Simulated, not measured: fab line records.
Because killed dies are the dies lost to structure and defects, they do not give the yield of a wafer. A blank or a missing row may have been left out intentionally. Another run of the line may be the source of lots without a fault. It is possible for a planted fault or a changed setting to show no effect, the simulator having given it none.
Which tool was responsible? || flow n5Finfet || 25 wafers from 9 lots sampled at 6 of the route's 1938 steps

WHAT THE GAUGES SHOWED, per wafer
N5_BEOL_M13_CD_MEAS_17 targets a cd of 190 nm.
{"lot": "L619", "measured": "day 12 01:19", "on": "cdSem-01", "cdNm (nm)": "191.1 192.2 193.4"}
{"lot": "L626", "measured": "day 14 03:22", "on": "cdSem-02", "cdNm (nm)": "188.0 191.0 187.8"}
{"lot": "L629", "measured": "day 16 05:29", "on": "cdSem-02", "cdNm (nm)": "191.0 192.8 192.0"}
{"lot": "L630", "measured": "day 16 06:08", "on": "cdSem-01", "cdNm (nm)": "190.3 190.5 189.8"}
{"lot": "L633", "measured": "day 16 06:49", "on": "cdSem-02", "cdNm (nm)": "192.6 191.9 192.1"}
{"lot": "L631", "measured": "day 16 14:14", "on": "cdSem-03", "cdNm (nm)": "191.5 190.0 191.4"}
{"lot": "L632", "measured": "day 16 19:20", "on": "cdSem-02", "cdNm (nm)": "192.4 185.9"}
{"lot": "L634", "measured": "day 16 21:41", "on": "cdSem-02", "cdNm (nm)": "184.6 189.7"}
{"lot": "L635", "measured": "day 17 03:56", "on": "cdSem-03", "cdNm (nm)": "192.1 191.1 187.2"}

TOOL THAT RAN EACH LOT (tool first, then ch and the chambers of the sampled wafers, then the start)
{"lot": "L619", "N5_BEOL_M12_DESCUM_33": "rieDiel-06 ch 0,1,2, day 11 19:08", "N5_BEOL_M13_ILD_DEP_00": "pecvd-03 ch 0,2, day 12 00:06", "N5_BEOL_M13_ETCH_59": "rieDiel-03 ch 0,1,3, day 12 00:49", "N5_BEOL_M13_STRIP_63": "plasmaAsher-01 ch 0,1, day 12 01:06", "N5_BEOL_M13_STRIP_64": "plasmaAsher-01 ch 0,1, day 12 01:10"}
{"lot": "L626", "N5_BEOL_M12_DESCUM_33": "rieDiel-06 ch 0,2, day 13 22:07", "N5_BEOL_M13_ILD_DEP_00": "pecvd-03 ch 0,1,2, day 14 02:18", "N5_BEOL_M13_ETCH_59": "rieDiel-02 ch 0,1,2, day 14 02:53", "N5_BEOL_M13_STRIP_63": "plasmaAsher-02 ch 0,1, day 14 03:10", "N5_BEOL_M13_STRIP_64": "plasmaAsher-02 ch 0,1, day 14 03:13"}
{"lot": "L629", "N5_BEOL_M12_DESCUM_33": "rieDiel-01 ch 0,1,2, day 16 01:36", "N5_BEOL_M13_ILD_DEP_00": "pecvd-02 ch 0,2, day 16 04:24", "N5_BEOL_M13_ETCH_59": "rieDiel-05 ch 0,1,2, day 16 04:59", "N5_BEOL_M13_STRIP_63": "plasmaAsher-02 ch 0,1, day 16 05:17", "N5_BEOL_M13_STRIP_64": "plasmaAsher-02 ch 0,1, day 16 05:21"}
{"lot": "L630", "N5_BEOL_M12_DESCUM_33": "rieDiel-04 ch 0,2,3, day 16 01:59", "N5_BEOL_M13_ILD_DEP_00": "pecvd-01 ch 0,1,2, day 16 04:56", "N5_BEOL_M13_ETCH_59": "rieDiel-02 ch 1,2,3, day 16 05:38", "N5_BEOL_M13_STRIP_63": "plasmaAsher-01 ch 0,1, day 16 05:56", "N5_BEOL_M13_STRIP_64": "plasmaAsher-01 ch 0,1, day 16 06:00"}
{"lot": "L633", "N5_BEOL_M12_DESCUM_33": "rieDiel-06 ch 2,3, day 16 03:06", "N5_BEOL_M13_ILD_DEP_00": "pecvd-03 ch 0,1,2, day 16 05:44", "N5_BEOL_M13_ETCH_59": "rieDiel-03 ch 2,3, day 16 06:19", "N5_BEOL_M13_STRIP_63": "plasmaAsher-02 ch 1, day 16 06:37", "N5_BEOL_M13_STRIP_64": "plasmaAsher-02 ch 1, day 16 06:40"}
{"lot": "L631", "N5_BEOL_M12_DESCUM_33": "rieDiel-06 ch 0,1, day 16 10:40", "N5_BEOL_M13_ILD_DEP_00": "pecvd-02 ch 0,1,2, day 16 13:10", "N5_BEOL_M13_ETCH_59": "rieDiel-03 ch 1,3, day 16 13:45", "N5_BEOL_M13_STRIP_63": "plasmaAsher-01 ch 0,1, day 16 14:02", "N5_BEOL_M13_STRIP_64": "plasmaAsher-01 ch 0,1, day 16 14:05"}
{"lot": "L632", "N5_BEOL_M12_DESCUM_33": "rieDiel-06 ch 1,3, day 16 12:14", "N5_BEOL_M13_ILD_DEP_00": "pecvd-01 ch 0,2, day 16 17:28", "N5_BEOL_M13_ETCH_59": "rieDiel-03 ch 2,3, day 16 18:50", "N5_BEOL_M13_STRIP_63": "plasmaAsher-01 ch 0,1, day 16 19:08", "N5_BEOL_M13_STRIP_64": "plasmaAsher-01 ch 0,1, day 16 19:11"}
{"lot": "L634", "N5_BEOL_M12_DESCUM_33": "rieDiel-04 ch 0,3, day 16 15:08", "N5_BEOL_M13_ILD_DEP_00": "pecvd-01 ch 0,1, day 16 20:37", "N5_BEOL_M13_ETCH_59": "rieDiel-03 ch 0,3, day 16 21:11", "N5_BEOL_M13_STRIP_63": "plasmaAsher-01 ch 1, day 16 21:29", "N5_BEOL_M13_STRIP_64": "plasmaAsher-01 ch 1, day 16 21:32"}
{"lot": "L635", "N5_BEOL_M12_DESCUM_33": "rieDiel-01 ch 0,2,3, day 17 00:29", "N5_BEOL_M13_ILD_DEP_00": "pecvd-01 ch 0,1,2, day 17 02:55", "N5_BEOL_M13_ETCH_59": "rieDiel-03 ch 1,2, day 17 03:26", "N5_BEOL_M13_STRIP_63": "plasmaAsher-02 ch 0,1, day 17 03:45", "N5_BEOL_M13_STRIP_64": "plasmaAsher-02 ch 0,1, day 17 03:49"}
- N5_BEOL_M12_DESCUM_33: chemistry O2, time 7.9 s.
- N5_BEOL_M13_ILD_DEP_00: deposits SiOC from DEMS/O2, target thk 837.92 nm, time 166.4 s.
- N5_BEOL_M13_ETCH_59: etches BARC in N2/H2, target depth 89 nm, overetch 26.7 nm, time 67.9 s.
- N5_BEOL_M13_STRIP_63: strips in N2/H2.
- N5_BEOL_M13_STRIP_64: strips in N2/H2.

THE ANSWER, worked out from the rows above alone
Rule: what is usual is taken from the lots themselves. Put in order of their means at a reading, lots are off if they are a third of the lots or fewer, leave a main group of 4 or more, and stand apart from it by a gap of 3 or more times the standard deviation of the main group's means; of several such gaps the widest counts. A main group is skipped when, at the precision printed for the reading in the tables above, its means are all equal. A lot without any number at a reading at which 4 lots or more have one is off too. Any other lot the step has rows for is counted as sound.
Across all readings shown, no lot is off: no conclusion can be drawn from this.

WHAT THE SIMULATOR HAD INSERTED
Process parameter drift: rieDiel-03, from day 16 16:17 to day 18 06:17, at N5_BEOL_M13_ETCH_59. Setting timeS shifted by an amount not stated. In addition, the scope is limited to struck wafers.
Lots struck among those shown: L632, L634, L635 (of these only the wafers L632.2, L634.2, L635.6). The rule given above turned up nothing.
